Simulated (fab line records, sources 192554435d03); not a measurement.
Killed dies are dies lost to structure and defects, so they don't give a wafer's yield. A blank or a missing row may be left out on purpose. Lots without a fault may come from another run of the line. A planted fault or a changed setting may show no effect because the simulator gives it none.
Problem report in the 8D (eight disciplines) form, filled by code | flow n5_finfet | the parts of the form that need people (team, actions taken, sign-off) are left out

1. THE PROBLEM
thk_nm at N5_FIN_SAQP_THK_MEAS_05 reads a mean of 66.6 nm on 2 wafers of 2 lots; wafers without a fault read 38.0 nm with a standard deviation of 0.47. That is +61 standard deviations from the usual mean.
First seen on wafer L797.3, day 4 09:00, on film_metro-01. The record holds 24 wafers of 8 lots with a number at this step. Rule for "out", or "out of limits": more than 4 standard deviations from the usual mean. The other wafers with a number count as sound.

2. WHAT IT IS AND WHAT IT IS NOT
question                    | is                           | is not
which readings at this step | thk_nm                       | -
which lots                  | L797, L798                   | L787, L788, L801, L805, L807, L809
which wafers of those lots  | L797.3, L798.1               | L797.2, L797.6, L798.5, L798.6
read on which gauges        | film_metro-01, film_metro-02 | -
when                        | from day 4 09:00             | up to then (8 sound wafers); but 14 sound wafers of L798, L801, L805, L807, L809 came after

3. SUSPECTS, AND WHAT RULES EACH OUT
Counting: a tool at a process step up to the reading stays a suspect if it ran every lot that is out. Sound lots after the first of them don't rule it out here, since some wafers of a struck lot are sound.
- the gauge at N5_FIN_SAQP_THK_MEAS_05: ruled out. The wafers that are out were read on 2 gauges (film_metro-01, film_metro-02).
- rtp_anneal-02 at N5_FIN_SAQP_DENSIFY_62 (time 60 s): kept. It ran every lot that is out, first L797 (day 4 08:44); its last sound lot up to then is L787 (day 1 20:39).
- pecvd-03 at N5_FIN_SAQP_HM_DEP_03 (deposits SiNx from SiH4/NH3/N2, target thk 38 nm, time 33.6 s): kept. It ran every lot that is out, first L797 (day 4 08:55); its last sound lot up to then is L788 (day 2 06:04).
Left after counting: rtp_anneal-02 at N5_FIN_SAQP_DENSIFY_62, pecvd-03 at N5_FIN_SAQP_HM_DEP_03.

4. THE CAUSE (what the simulator had put in)
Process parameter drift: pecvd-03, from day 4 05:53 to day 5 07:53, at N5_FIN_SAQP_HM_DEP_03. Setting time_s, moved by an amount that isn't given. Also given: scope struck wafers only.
Counting left 2 suspects, and this tool is among them.

5. THE CHAIN OF EFFECTS, in route order
Each row: a reading whose mean over the struck wafers that have a number lies more than 3 standard deviations from the usual. Only readings for which the record gives a usual standard deviation are gone through. hours: the time from each lot's start at the first step in this table that gives one to its start at this step, as a median over the lots. sigmas: the change in usual standard deviations.
hours | step                    | reading           | usual   | on struck wafers | change | sigmas
0     | N5_FIN_SAQP_THK_MEAS_05 | thk_nm            | 38.0 nm | 66.6             | +28.6  | +61
6     | N5_FIN_SAQP_HM_OPEN_33  | etch_rf_on_time_s | 69.2 s  | 123.5            | +54.2  | +49
The process steps in it:
- N5_FIN_SAQP_HM_OPEN_33: chemistry CH3F/O2, target SiNx, target depth 49.4 nm, time 70.6 s.
Later measuring or inspecting steps at which every struck wafer that the step has a row for has a number for every such reading, and none has moved that far: N5_BEOL_M4_RC_MEAS_101.

6. WHAT WOULD HAVE CAUGHT IT SOONER
In this record the first reading out of limits at a measuring or inspecting step was taken at day 4 09:00, 3 hours after the fault began at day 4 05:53.
Of the tool readings at N5_FIN_SAQP_HM_DEP_03 for which the record gives a usual standard deviation, none was out on any struck wafer, so an alarm limit of 4 standard deviations on them would not have fired.
Of the lots that are out (2), L798 began N5_FIN_SAQP_HM_DEP_03 on pecvd-03 after day 4 09:00. A hold on the tool at that time would have spared it.
